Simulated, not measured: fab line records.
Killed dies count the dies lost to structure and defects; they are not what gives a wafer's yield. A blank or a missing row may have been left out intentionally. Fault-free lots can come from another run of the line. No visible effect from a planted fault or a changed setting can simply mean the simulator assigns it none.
What tool caused it? || flow n5 finfet || 10 lots with 30 wafers sampled at 2 steps, on a route of 1938 steps

== WHAT THE GAUGES SHOWED, per wafer ==
N5_BEOL_M1_INSPECT_59: inspects for defects (darkfield).
{"lot": "L717", "measured": "day 6 16:14", "on": "defect inspect-02", "raw defect count": "50 58 32"}
{"lot": "L721", "measured": "day 7 13:50", "on": "defect inspect-01", "raw defect count": "81 106 71"}
{"lot": "L722", "measured": "day 7 14:23", "on": "defect inspect-02", "raw defect count": "117 71 54"}
{"lot": "L726", "measured": "day 8 18:10", "on": "defect inspect-02", "raw defect count": "102 100 143"}
{"lot": "L728", "measured": "day 9 11:59", "on": "defect inspect-02", "raw defect count": "82 56 53"}
{"lot": "L729", "measured": "day 9 12:45", "on": "defect inspect-02", "raw defect count": "36 75 78"}
{"lot": "L730", "measured": "day 9 18:28", "on": "defect inspect-02", "raw defect count": "68 63 50"}
{"lot": "L737", "measured": "day 12 02:40", "on": "defect inspect-01", "raw defect count": "88 49 53"}
{"lot": "L739", "measured": "day 12 06:26", "on": "defect inspect-02", "raw defect count": "46 91 103"}
{"lot": "L740", "measured": "day 12 12:48", "on": "defect inspect-01", "raw defect count": "80 86 82"}

== WHAT TOOL EACH LOT RAN ON (gives the tool, then ch and the chambers of the sampled wafers, and finally the start) ==
{"lot": "L717", "N5_BEOL_M1_SPUTTER_96": "pvd sputter-01, day 6 15:07"}
{"lot": "L721", "N5_BEOL_M1_SPUTTER_96": "pvd sputter-01, day 7 12:46"}
{"lot": "L722", "N5_BEOL_M1_SPUTTER_96": "pvd sputter-03, day 7 13:18"}
{"lot": "L726", "N5_BEOL_M1_SPUTTER_96": "pvd sputter-02, day 8 17:05"}
{"lot": "L728", "N5_BEOL_M1_SPUTTER_96": "pvd sputter-01, day 9 10:55"}
{"lot": "L729", "N5_BEOL_M1_SPUTTER_96": "pvd sputter-02, day 9 11:32"}
{"lot": "L730", "N5_BEOL_M1_SPUTTER_96": "pvd sputter-01, day 9 17:23"}
{"lot": "L737", "N5_BEOL_M1_SPUTTER_96": "pvd sputter-02, day 12 01:36"}
{"lot": "L739", "N5_BEOL_M1_SPUTTER_96": "pvd sputter-01, day 12 05:09"}
{"lot": "L740", "N5_BEOL_M1_SPUTTER_96": "pvd sputter-02, day 12 11:28"}
- N5_BEOL_M1_SPUTTER_96: material Cu, target thk 4.5 nm, time 8.29 s.

== THE ANSWER, worked out from the rows above alone ==
Rule: the lots themselves supply what counts as usual. The widest of any qualifying gaps counts: lots, ordered by their means at a reading, are off when they make up no more than a third of the lots, leave a main group of 4 or more, and stand apart from it by 3 or more times the standard deviation of that group's means. A main group is skipped when, at the precision printed for the reading in the tables above, its means are all equal. A lot without any number at a reading at which 4 lots or more have one is off too. The other lots that the step has rows for count as sound.
Nothing can be told from this: no lot is off at any reading shown.

== WHAT WAS PUT IN BY THE SIMULATOR ==
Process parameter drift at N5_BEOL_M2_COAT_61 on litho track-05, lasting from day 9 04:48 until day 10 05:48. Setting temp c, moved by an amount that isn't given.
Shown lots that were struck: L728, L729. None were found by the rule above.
